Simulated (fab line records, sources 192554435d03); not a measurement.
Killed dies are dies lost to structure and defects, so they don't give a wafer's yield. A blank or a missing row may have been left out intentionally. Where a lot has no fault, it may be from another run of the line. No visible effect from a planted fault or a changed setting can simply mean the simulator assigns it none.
fab line records	flow n5_finfet
[record] lots = 7	wafers = 39
route steps=1938 shown FIN_SAQP@96 ILD0@343 MOL_CONTACT_COAG@616 BEOL_M1@753 BEOL_M2@916 BEOL_M4@1024 BEOL_M7@1263 BEOL_M9@1419 BEOL_M12@1602 BEOL_M13@1705 PAD_METAL@1896 PASSIVATION@1923
start_h: the number of hours between the record's first day and the start of the first shown wafer of the lot	wait_h: hours elapsed since this lot's preceding step	" unchanged from the row above	L1.1+2: a single row standing in for several wafers	- no value, or no start was given	* or withheld: withheld	< > ~ a bound
route shown NAME@n: names a module that has steps shown in the file, with the first one's number in the route	usual: the fault-free wafers' mean and standard deviation	same: alike in all rows	chamber/n: place in a boat	sites: each site's reading	_std_site: their standard deviation	_edge_site: inner sites' mean taken away from outer sites' mean	radius_mm: for every site, how far away it sits from the centre of the wafer	mask NAME#n: copy n	behind: the most recent tool/chamber to have shaped the wafer	hold: the reason the lot was held/the length of the hold in hours/how it ended	device: transistor that didn't switch, given as n, p or np	end of line: the route-end tests of the same wafers	for a step that has no rows: nothing shown but its recipe	killed: not the wafer's yield, but the dies lost to structure and defects at the first sort	map: a wafer's dies, x killed, . not, _ none there
set.NAME: setting as actually run; set.NAME@STEP: the setting as run at that earlier step	model.NAME: the simulator's own value behind a step, which no gauge read
lots where settings were altered on purpose, with a table for each step and a row for each wafer
[[steps]]
[step N5_FIN_SAQP_HM_DEP_03]
[recipe] material = SiNx	target_thk_a = 380	temp_c = 400	precursor = SiH4/NH3/N2	pressure_torr = 1.5	rf_w = 300	time_s = 33.6
[step N5_FIN_SAQP_ETCH_65]
[recipe] chemistry = CF4	target = SiO2	target_depth_a = 40	ion_energy_ev = 350	time_s = 4.4	pressure_mtorr = 10	icp_w = 800	bias_w = 400	cf4_flow_sccm = 80
[step N5_ILD0_ALD_15]
[recipe] material = SiNx	target_thk_a = 240	temp_c = 400	ald_precursor_family = SiH2I2	ald_co_reactant = N2/H2-plasma	pulse_time_s = 1	ald_cycles = 480	purge_time_s = 2	co_reactant_purge_time_s = 2	pressure_torr = 2
[step N5_MOL_CONTACT_COAG_ETCH_124]
[recipe] chemistry = CH3F/O2	target = SiNx	target_depth_a = 65	mask_material = SOC	stop_on = SiOC	over_etch_frac = 0.3	ion_energy_ev = 120	pressure_mtorr = 30	source_w = 395	bias_w = 73	Ar_flow_sccm = 150	CH3F_flow_sccm = 30	O2_flow_sccm = 20	ends = end_point
[step N5_BEOL_M1_PECVD_72]
[recipe] material = SiO2	target_thk_a = 160	temp_c = 400	precursor = TEOS/O2	pressure_torr = 5.5	rf_w = 450	teos_flow_sccm = 53.8	gas = O2	flow_sccm = 3000	time_s = 18
[step N5_BEOL_M2_SPUTTER_92]
[recipe] material = Cu	target_thk_a = 45	temp_c = -20	chamber_pressure_pa = 0.07	power_w = withheld	time_s = 8.29
[step N5_BEOL_M4_HM_DEP_02]
[recipe] material = TiN	target_thk_a = 200	temp_c = 25	chamber_pressure_pa = 0.49996
[step N5_BEOL_M7_ILD_DEP_00]
[recipe] material = SiCOH_lowk	target_thk_a = 1797.5	temp_c = 300	precursor = DEMS/porogen	pressure_torr = 5	rf_w = 500	time_s = 33.4
[step N5_BEOL_M9_ETCH_62]
[recipe] chemistry = N2/H2	target = SOC	target_depth_a = 1100	overetch_a = 220	mask_material = SiARC	temp_c = 40	time_s = 165	ion_energy_ev = 200	pressure_mtorr = 30	source_w = 840	bias_w = 150	n2_flow_sccm = 200	h2_flow_sccm = 200
[step N5_BEOL_M12_ILD_DEP_00]
[recipe] material = SiOC	target_thk_a = 6589.2	temp_c = 350	precursor = DEMS/O2	pressure_torr = 5	rf_w = 500	time_s = 130.7
[step N5_BEOL_M13_SPUTTER_43]
[recipe] material = TaN	target_thk_a = 150	temp_c = 50	bias_v = 168.6	power_w = 15000	chamber_pressure_pa = 0.12	time_s = 24.19
[step N5_PASSIVATION_AL_DEP_21]
[recipe] material = Al	target_thk_a = 28000	temp_c = 400	time_s = 170	power_w = 30000	chamber_pressure_pa = 0.4	gas = Ar
[step N5_PASSIVATION_DEVELOP_43]
[recipe] develop_time_s = 60	rinse_liquid = diw	dry = air_spin	dev_temp_c = 21
[step N5_PASSIVATION_PROBE_49]
[usual] killed_at_M4_up = 13/5.3	sort_bin_5_function = 4.9/0.91
lot.wafer	tool	chamber	start_h	wait_h	set.time_s@FIN_SAQP_HM_DEP_03	set.time_s@FIN_SAQP_ETCH_65	set.ald_cycles@ILD0_ALD_15	set.target_depth_a@MOL_CONTACT_COAG_ETCH_124	set.time_s@BEOL_M1_PECVD_72	set.time_s@BEOL_M2_SPUTTER_92	set.target_thk_a@BEOL_M4_HM_DEP_02	set.time_s@BEOL_M7_ILD_DEP_00	set.target_depth_a@BEOL_M9_ETCH_62	set.target_thk_a@BEOL_M12_ILD_DEP_00	set.target_thk_a@BEOL_M13_SPUTTER_43	set.target_thk_a@PASSIVATION_AL_DEP_21	set.develop_time_s@PASSIVATION_DEVELOP_43	killed_at_M4_up	sort_bin_5_function[%]
L074.1	prober-02	-	282.91	0.0	33.6	6.053	480	92.07	26.8	4.941	200	33.4	1718	6589.2	150	44610	83.74	8	97.5
L074.2	prober-02	-	282.96	0.1	33.6	4.4	480	65	26.8	4.941	288.5	47.69	1718	3561	150	44610	60	1013	95.9
L074.3	prober-02	-	283.01	0.1	33.6	4.4	616	65	26.8	8.29	200	33.4	1100	6589.2	150	28000	60	10	4.2
L074.4	prober-02	-	283.06	0.2	33.6	6.053	616	65	18	4.941	288.5	47.69	1100	6589.2	94.48	28000	60	663	58.5
L074.5	prober-02	-	283.11	0.2	33.6	4.4	480	92.07	18	8.29	288.5	33.4	1100	3561	94.48	44610	83.74	662	95.4
L074.6	prober-02	-	283.16	0.3	33.6	6.053	616	92.07	18	8.29	200	47.69	1718	3561	94.48	28000	83.74	146	15.4
L078.1	prober-01	-	287.86	0.0	45.02	4.4	729	65	10.15	8.29	200	33.4	1100	6589.2	208.6	28000	72.82	15	4.9
L078.2	prober-01	-	287.91	0.1	33.6	4.4	480	47.47	10.15	8.29	200	26.81	1100	7954	208.6	28000	72.82	11	5.0
L078.3	prober-01	-	287.96	0.1	33.6	4.4	729	65	18	8.29	200	26.81	1503	6589.2	150	28000	60	5	4.8
L078.4	prober-01	-	288.01	0.2	45.02	4.4	729	47.47	18	8.29	200	33.4	1100	7954	150	28000	60	21	6.4
L078.5	prober-01	-	288.06	0.2	33.6	4.4	480	65	10.15	8.29	200	26.81	1503	7954	150	28000	72.82	14	6.5
L078.6	prober-01	-	288.11	0.3	45.02	4.4	480	47.47	18	8.29	200	33.4	1503	6589.2	208.6	28000	60	6	4.9
L087.1	prober-02	-	352.99	0.0	33.6	3.372	210	65	18	4.899	316.1	33.4	1100	5135	85.74	28000	60	1094	96.8
L087.2	prober-02	-	353.04	0.1	33.6	3.372	480	65	13.59	8.29	200	33.4	1100	5135	150	36950	60	19	96.5
L087.3	prober-02	-	353.09	0.1	49.47	3.372	210	65	13.59	8.29	200	33.4	1100	6589.2	85.74	28000	60	17	4.5
L087.4	prober-02	-	353.14	0.2	49.47	4.4	480	65	18	4.899	200	33.4	1100	6589.2	150	28000	60	17	5.2
L087.5	prober-02	-	353.19	0.2	33.6	4.4	210	65	18	8.29	316.1	33.4	1100	6589.2	85.74	36950	60	1076	95.8
L087.6	prober-02	-	353.24	0.3	49.47	4.4	480	65	13.59	4.899	316.1	33.4	1100	5135	150	36950	60	1100	96.0
L090.1	prober-02	-	382.68	0.0	33.6	4.4	480	65	18	8.29	200	33.4	1100	6589.2	150	28000	60	13	5.1
L090.2	prober-02	-	382.73	0.1	33.6	4.4	480	65	18	8.29	200	33.4	1100	6589.2	150	28000	60	9	4.9
L090.6	prober-02	-	382.93	0.3	33.6	4.4	480	65	18	8.29	200	33.4	1100	6589.2	150	28000	60	6	4.4
L091.1	prober-02	-	389.25	0.0	40.45	2.282	616	65	18	8.29	200	33.4	1100	4239	150	43010	89.67	11	98.1
L091.2	prober-02	-	389.30	0.1	33.6	4.4	616	33.13	9.021	8.29	200	33.4	1100	4239	150	43010	60	14	96.4
L091.3	prober-02	-	389.35	0.1	40.45	2.282	616	33.13	9.021	8.29	151.7	33.4	1100	6589.2	150	28000	89.67	11	97.5
L091.4	prober-02	-	389.40	0.2	40.45	4.4	480	65	18	8.29	200	26.8	1100	6589.2	150	28000	60	16	4.7
L091.5	prober-02	-	389.45	0.2	33.6	2.282	480	65	9.021	8.29	151.7	26.8	1100	4239	150	28000	60	13	4.3
L091.6	prober-02	-	389.50	0.3	33.6	4.4	480	33.13	18	8.29	151.7	26.8	1100	6589.2	150	43010	89.67	10	97.1
L093.1	prober-01	-	398.33	0.0	33.6	4.4	480	65	18	8.29	200	17.25	1750	6589.2	150	28000	38.32	1076	4.7
L093.2	prober-01	-	398.38	0.1	33.6	4.4	298	53.75	18	8.29	200	33.4	1100	6589.2	150	41800	38.32	24	96.7
L093.3	prober-01	-	398.43	0.1	33.6	3.612	298	53.75	18	8.29	200	17.25	1750	9661	150	28000	60	1092	4.6
L093.4	prober-01	-	398.48	0.2	33.6	4.4	480	53.75	18	8.29	200	17.25	1100	6589.2	150	41800	60	1021	10.3
L093.5	prober-01	-	398.53	0.2	33.6	3.612	480	65	18	8.29	200	33.4	1750	9661	150	41800	38.32	19	96.6
L093.6	prober-01	-	398.58	0.3	33.6	3.612	298	65	18	8.29	200	33.4	1100	9661	150	28000	60	12	5.6
L095.1	prober-01	-	404.77	0.5	33.6	4.4	480	65	18	8.29	307.5	33.4	1100	6589.2	184.4	28000	39.53	1082	95.9
L095.2	prober-01	-	404.82	0.5	33.6	5.876	580	39.52	18	8.29	200	14.45	1100	6589.2	184.4	40680	39.53	892	21.4
L095.3	prober-01	-	404.87	0.6	33.6	5.876	580	65	24.02	12.13	200	14.45	1100	6589.2	184.4	28000	60	1093	4.7
L095.4	prober-01	-	404.92	0.6	33.6	4.4	580	39.52	18	12.13	307.5	14.45	1100	6589.2	150	40680	60	947	95.1
L095.5	prober-01	-	404.97	0.7	33.6	4.4	480	39.52	24.02	8.29	200	33.4	1100	6589.2	150	28000	60	4	53.1
L095.6	prober-01	-	405.02	0.7	33.6	5.876	480	65	24.02	12.13	307.5	33.4	1100	6589.2	150	40680	39.53	1081	96.8
// killed by level:class
L074.1 PASSIVATION:area_etch=1105 MOL_CONTACT_COAG:geometric_particle:open=11 BEOL_M0_SAQP:geometric_particle:short=8 BEOL_M2:geometric_particle:open=6 FIN_SAQP:geometric_particle:short=5 STI_FIN_REVEAL:geometric_particle:open=5 BEOL_M0_SAQP:geometric_particle:open=5 BEOL_M3:geometric_particle:open=4
L074.2 BEOL_M4:area_open=627 BEOL_M7:area_etch=364 PASSIVATION:area_etch=73 BEOL_M2:geometric_particle:open=11 BEOL_M4:geometric_particle:open=9 BEOL_M0_SAQP:geometric_particle:short=8 FIN_SAQP:geometric_particle:open=7 FIN_SAQP:geometric_particle:short=7
L074.3 MOL_CONTACT_COAG:geometric_particle:open=17 BEOL_M2:geometric_particle:open=8 FIN_SAQP:geometric_particle:short=7 MIM_BOT:geometric_particle:open=7 STARTING-WAFER:geometric_particle:short=6 ILD0:geometric_particle:open=4 MOL_CONTACT_COAG:geometric_particle:short=4 BEOL_M3:geometric_particle:open=4
L074.4 BEOL_M4:area_open=646 BEOL_M1:geometric_particle:open=12 BEOL_M2:geometric_particle:open=11 FIN_SAQP:geometric_particle:short=8 STI_FIN_REVEAL:geometric_particle:open=8 MOL_CONTACT_COAG:geometric_particle:open=8 BEOL_M3:geometric_particle:open=6 BEOL_M1:geometric_particle:short=4
L074.5 BEOL_M4:area_open=646 PASSIVATION:area_etch=407 FIN_SAQP:geometric_particle:short=17 BEOL_M2:geometric_particle:open=11 MOL_CONTACT_COAG:geometric_particle:open=9 BEOL_M0_SAQP:geometric_particle:short=8 BEOL_M1:geometric_particle:open=8 FIN_SAQP:geometric_particle:open=7
L074.6 BEOL_M7:area_etch=134 MOL_CONTACT_COAG:geometric_particle:open=9 FIN_SAQP:geometric_particle:short=8 STI_FIN_REVEAL:geometric_particle:open=6 BEOL_M0_SAQP:geometric_particle:open=6 BEOL_M2:geometric_particle:open=5 STI_FIN_REVEAL:geometric_particle:short=4 BEOL_M1:geometric_particle:open=4
L078.1 MOL_CONTACT_COAG:geometric_particle:open=19 BEOL_M0_SAQP:geometric_particle:open=7 BEOL_M2:geometric_particle:open=7 BEOL_M4:geometric_particle:open=7 GATE_CUT:geometric_particle:short=6 BEOL_M3:geometric_particle:open=5 FIN_SAQP:geometric_particle:short=4 FIN_SAQP:geometric_particle:open=3
L078.2 MOL_CONTACT_COAG:geometric_particle:open=27 BEOL_M2:geometric_particle:open=7 BEOL_M4:geometric_particle:open=7 FIN_SAQP:geometric_particle:short=5 BEOL_M3:geometric_particle:open=4 DUMMY_GATE:geometric_particle:open=3 BEOL_M0_SAQP:geometric_particle:open=3 BEOL_M1:geometric_particle:open=3
L078.3 BEOL_M0_SAQP:geometric_particle:open=14 FIN_SAQP:geometric_particle:short=10 MOL_CONTACT_COAG:geometric_particle:open=7 BEOL_M1:geometric_particle:open=6 BEOL_M2:geometric_particle:open=6 FIN_SAQP:geometric_particle:open=5 GATE_CUT:geometric_particle:short=5 BEOL_M0_SAQP:geometric_particle:short=5
L078.4 MOL_CONTACT_COAG:geometric_particle:open=20 FIN_SAQP:geometric_particle:open=15 BEOL_M4:geometric_particle:open=13 BEOL_M0_SAQP:geometric_particle:open=9 FIN_SAQP:geometric_particle:short=7 BEOL_M1:geometric_particle:open=7 BEOL_M3:geometric_particle:open=7 STARTING-WAFER:geometric_particle:short=5
L078.5 MOL_CONTACT_COAG:geometric_particle:open=16 BEOL_M3:geometric_particle:open=11 BEOL_M1:geometric_particle:short=10 BEOL_M0_SAQP:geometric_particle:short=9 BEOL_M1:geometric_particle:open=8 FIN_SAQP:geometric_particle:short=7 BEOL_M2:geometric_particle:open=7 MOL_CONTACT_COAG:geometric_particle:short=6
L078.6 MOL_CONTACT_COAG:geometric_particle:open=16 BEOL_M0_SAQP:geometric_particle:open=12 BEOL_M1:geometric_particle:open=9 GATE_CUT:geometric_particle:short=8 DUMMY_GATE:geometric_particle:open=7 BEOL_M3:geometric_particle:open=7 FIN_SAQP:geometric_particle:short=6 BEOL_M1:geometric_particle:short=6
L087.1 BEOL_M4:area_open=1080 BEOL_M2:geometric_particle:open=12 MOL_CONTACT_COAG:geometric_particle:open=11 BEOL_M0_SAQP:geometric_particle:open=9 BEOL_M3:geometric_particle:open=8 FIN_SAQP:geometric_particle:open=5 GATE_CUT:geometric_particle:short=4 MOL_CONTACT_COAG:geometric_particle:short=4
L087.2 PASSIVATION:area_etch=1087 BEOL_M3:geometric_particle:open=11 MOL_CONTACT_COAG:geometric_particle:open=9 FIN_SAQP:geometric_particle:short=6 BEOL_M0_SAQP:geometric_particle:open=6 BEOL_M0_SAQP:geometric_particle:short=6 FIN_SAQP:geometric_particle:open=5 BEOL_M2:geometric_particle:open=5
L087.3 BEOL_M3:geometric_particle:open=13 MOL_CONTACT_COAG:geometric_particle:open=11 FIN_SAQP:geometric_particle:open=10 FIN_SAQP:geometric_particle:short=6 BEOL_M4:geometric_particle:open=6 GATE_CUT:geometric_particle:open=4 MOL_CONTACT_COAG:geometric_particle:short=4 BEOL_M4:geometric_particle:short=4
L087.4 BEOL_M3:geometric_particle:open=16 BEOL_M4:geometric_particle:open=10 BEOL_M0_SAQP:geometric_particle:open=8 DUMMY_GATE:geometric_particle:open=7 BEOL_M2:geometric_particle:open=7 FIN_SAQP:geometric_particle:open=6 GATE_CUT:geometric_particle:short=5 BEOL_M1:geometric_particle:open=4
L087.5 BEOL_M4:area_open=1050 BEOL_M3:geometric_particle:open=16 MOL_CONTACT_COAG:geometric_particle:open=15 BEOL_M0_SAQP:geometric_particle:short=10 BEOL_M4:geometric_particle:open=9 BEOL_M0_SAQP:geometric_particle:open=7 BEOL_M4:geometric_particle:short=7 PASSIVATION:area_etch=7
L087.6 BEOL_M4:area_open=1079 MOL_CONTACT_COAG:geometric_particle:open=15 BEOL_M4:geometric_particle:open=10 BEOL_M0_SAQP:geometric_particle:open=9 STI_FIN_REVEAL:geometric_particle:open=8 BEOL_M2:geometric_particle:open=8 BEOL_M0_SAQP:geometric_particle:short=6 DUMMY_GATE:geometric_particle:open=5
L090.1 MOL_CONTACT_COAG:geometric_particle:open=16 BEOL_M3:geometric_particle:open=11 BEOL_M0_SAQP:geometric_particle:open=8 BEOL_M0_SAQP:geometric_particle:short=6 BEOL_M1:geometric_particle:open=6 BEOL_M4:geometric_particle:open=6 GATE_CUT:geometric_particle:short=5 FIN_SAQP:geometric_particle:short=4
L090.2 BEOL_M3:geometric_particle:open=10 DUMMY_GATE:geometric_particle:open=9 MOL_CONTACT_COAG:geometric_particle:open=9 BEOL_M0_SAQP:geometric_particle:open=7 FIN_SAQP:geometric_particle:short=6 BEOL_M4:geometric_particle:open=6 GATE_CUT:geometric_particle:open=5 FIN_SAQP:geometric_particle:open=4
L090.6 BEOL_M3:geometric_particle:open=9 FIN_SAQP:geometric_particle:short=8 BEOL_M0_SAQP:geometric_particle:open=8 MOL_CONTACT_COAG:geometric_particle:open=7 FIN_SAQP:geometric_particle:open=6 BEOL_M0_SAQP:geometric_particle:short=6 DUMMY_GATE:geometric_particle:open=4 GATE_CUT:geometric_particle:open=3
L091.1 PASSIVATION:area_etch=1104 MOL_CONTACT_COAG:geometric_particle:open=16 FIN_SAQP:geometric_particle:short=4 FIN_SAQP:geometric_particle:open=4 DUMMY_GATE:geometric_particle:open=4 GATE_CUT:geometric_particle:short=4 MOL_CONTACT_COAG:geometric_particle:short=4 BEOL_M1:geometric_particle:open=4
L091.2 MOL_CONTACT_COAG:area_etch=1080 STI_FIN_REVEAL:geometric_particle:open=13 MOL_CONTACT_COAG:geometric_particle:open=7 BEOL_M0_SAQP:geometric_particle:short=7 FIN_SAQP:geometric_particle:short=6 FIN_SAQP:geometric_particle:open=6 GATE_CUT:geometric_particle:open=6 BEOL_M0_SAQP:geometric_particle:open=6
L091.3 MOL_CONTACT_COAG:area_etch=1106 STI_FIN_REVEAL:geometric_particle:open=11 BEOL_M4:geometric_particle:open=7 MOL_CONTACT_COAG:geometric_particle:open=6 FIN_SAQP:geometric_particle:short=5 BEOL_M0_SAQP:geometric_particle:open=5 DUMMY_GATE:geometric_particle:open=4 GATE_CUT:geometric_particle:open=4
L091.4 BEOL_M0_SAQP:geometric_particle:open=15 BEOL_M1:geometric_particle:open=10 FIN_SAQP:geometric_particle:short=8 BEOL_M0_SAQP:geometric_particle:short=8 BEOL_M3:geometric_particle:open=7 STI_FIN_REVEAL:geometric_particle:open=4 MOL_CONTACT_COAG:geometric_particle:open=4 STARTING-WAFER:geometric_particle:short=4
L091.5 MOL_CONTACT_COAG:geometric_particle:open=13 FIN_SAQP:geometric_particle:short=11 STI_FIN_REVEAL:geometric_particle:open=11 BEOL_M0_SAQP:geometric_particle:open=6 BEOL_M2:geometric_particle:open=6 FIN_SAQP:geometric_particle:open=5 DUMMY_GATE:geometric_particle:open=4 BEOL_M3:geometric_particle:open=4
L091.6 MOL_CONTACT_COAG:area_etch=1089 BEOL_M0_SAQP:geometric_particle:short=12 FIN_SAQP:geometric_particle:short=8 STI_FIN_REVEAL:geometric_particle:open=8 BEOL_M0_SAQP:geometric_particle:open=8 BEOL_M2:geometric_particle:open=8 BEOL_M1:geometric_particle:open=6 BEOL_M0:geometric_particle:open=4
L093.1 BEOL_M7:area_dep=1064 FIN_SAQP:geometric_particle:open=16 BEOL_M0_SAQP:geometric_particle:open=12 STI_FIN_REVEAL:geometric_particle:open=6 BEOL_M4:geometric_particle:open=6 BEOL_M0_SAQP:geometric_particle:short=6 FIN_SAQP:geometric_particle:short=5 MOL_CONTACT_COAG:geometric_particle:open=4
L093.2 PASSIVATION:area_etch=1071 BEOL_M0_SAQP:geometric_particle:short=10 BEOL_M0_SAQP:geometric_particle:open=8 BEOL_M4:geometric_particle:open=8 DUMMY_GATE:geometric_particle:open=7 BEOL_M3:geometric_particle:open=6 STARTING-WAFER:geometric_particle:open=6 STI_FIN_REVEAL:geometric_particle:open=5
L093.3 BEOL_M7:area_dep=1083 BEOL_M0_SAQP:geometric_particle:open=11 BEOL_M0_SAQP:geometric_particle:short=11 FIN_SAQP:geometric_particle:open=5 MIM_TOP_ETCH:geometric_particle:open=5 FIN_SAQP:geometric_particle:short=4 STI_FIN_REVEAL:geometric_particle:open=4 GATE_CUT:geometric_particle:short=4
L093.4 BEOL_M7:area_dep=1011 PASSIVATION:area_etch=57 MOL_CONTACT_COAG:geometric_particle:open=16 FIN_SAQP:geometric_particle:open=13 BEOL_M0_SAQP:geometric_particle:open=13 BEOL_M0_SAQP:geometric_particle:short=9 MIM_TOP_ETCH:geometric_particle:open=7 FIN_SAQP:geometric_particle:short=6
L093.5 PASSIVATION:area_etch=1069 FIN_SAQP:geometric_particle:open=21 BEOL_M0_SAQP:geometric_particle:open=11 BEOL_M0_SAQP:geometric_particle:short=11 FIN_SAQP:geometric_particle:short=8 MOL_CONTACT_COAG:geometric_particle:open=8 BEOL_M7:geometric_particle:open=6 STI_FIN_REVEAL:geometric_particle:open=5
L093.6 FIN_SAQP:geometric_particle:open=12 BEOL_M0_SAQP:geometric_particle:open=12 DUMMY_GATE:geometric_particle:open=10 BEOL_M0_SAQP:geometric_particle:short=9 STI_FIN_REVEAL:geometric_particle:open=8 MOL_CONTACT_COAG:geometric_particle:open=8 BEOL_M3:geometric_particle:open=7 FIN_SAQP:geometric_particle:short=6
L095.1 BEOL_M4:area_open=1072 BEOL_M0_SAQP:geometric_particle:short=12 MOL_CONTACT_COAG:geometric_particle:open=10 BEOL_M0_SAQP:geometric_particle:open=8 BEOL_M2:geometric_particle:open=8 FIN_SAQP:geometric_particle:open=5 STARTING-WAFER:geometric_particle:open=5 FIN_SAQP:geometric_particle:short=4
L095.2 BEOL_M7:area_dep=882 MOL_CONTACT_COAG:area_etch=183 FIN_SAQP:geometric_particle:open=13 FIN_SAQP:geometric_particle:short=10 STI_FIN_REVEAL:geometric_particle:open=9 BEOL_M0_SAQP:geometric_particle:short=9 MOL_CONTACT_COAG:geometric_particle:open=7 BEOL_M1:geometric_particle:open=7
L095.3 BEOL_M7:area_dep=1089 BEOL_M2:geometric_particle:open=11 FIN_SAQP:geometric_particle:open=9 BEOL_M0_SAQP:geometric_particle:short=6 DUMMY_GATE:geometric_particle:open=5 GATE_CUT:geometric_particle:short=5 MOL_CONTACT_COAG:geometric_particle:open=5 BEOL_M3:geometric_particle:open=5
L095.4 BEOL_M4:area_open=925 MOL_CONTACT_COAG:area_etch=140 BEOL_M7:area_dep=15 BEOL_M2:geometric_particle:open=13 BEOL_M0_SAQP:geometric_particle:open=10 BEOL_M0_SAQP:geometric_particle:short=10 DUMMY_GATE:geometric_particle:open=7 BEOL_M1:geometric_particle:open=7
L095.5 MOL_CONTACT_COAG:area_etch=569 FIN_SAQP:geometric_particle:open=12 BEOL_M1:geometric_particle:open=12 BEOL_M0_SAQP:geometric_particle:open=10 FIN_SAQP:geometric_particle:short=8 STI_FIN_REVEAL:geometric_particle:open=8 BEOL_M2:geometric_particle:open=8 BEOL_M0_SAQP:geometric_particle:short=6
L095.6 BEOL_M4:area_open=1071 BEOL_M0_SAQP:geometric_particle:open=16 FIN_SAQP:geometric_particle:short=10 BEOL_M0_SAQP:geometric_particle:short=10 STI_FIN_REVEAL:geometric_particle:open=9 FIN_SAQP:geometric_particle:open=8 BEOL_M1:geometric_particle:open=6 BEOL_M3:geometric_particle:open=6
[[key]]
[split] step = N5_FIN_SAQP_HM_DEP_03	setting = time_s	stated_as = 33.6
response none clear
[split] step = N5_FIN_SAQP_ETCH_65	setting = time_s	stated_as = 4.4
response none clear
[split] step = N5_ILD0_ALD_15	setting = ald_cycles	stated_as = 480
response none clear
[split] step = N5_MOL_CONTACT_COAG_ETCH_124	setting = target_depth_a	stated_as = 65
response none clear
[split] step = N5_BEOL_M1_PECVD_72	setting = time_s	stated_as = 18
response none clear
[split] step = N5_BEOL_M2_SPUTTER_92	setting = time_s	stated_as = 8.29
response none clear
[split] step = N5_BEOL_M4_HM_DEP_02	setting = target_thk_a	stated_as = 200
[response] step = N5_PASSIVATION_PROBE_49	reading = killed_at_M4_up	slope = +17.1	per = 1%	together_with = all	explained = 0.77
[split] step = N5_BEOL_M7_ILD_DEP_00	setting = time_s	stated_as = 33.4
response none clear
[split] step = N5_BEOL_M9_ETCH_62	setting = target_depth_a	stated_as = 1100
response none clear
[split] step = N5_BEOL_M12_ILD_DEP_00	setting = target_thk_a	stated_as = 6589.2
response none clear
[split] step = N5_BEOL_M13_SPUTTER_43	setting = target_thk_a	stated_as = 150
response none clear
[split] step = N5_PASSIVATION_AL_DEP_21	setting = target_thk_a	stated_as = 28000
[response] step = N5_PASSIVATION_PROBE_49	reading = sort_bin_5_function	slope = +1.01	per = 1%	together_with = all	explained = 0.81
[split] step = N5_PASSIVATION_DEVELOP_43	setting = develop_time_s	stated_as = 60
response none clear
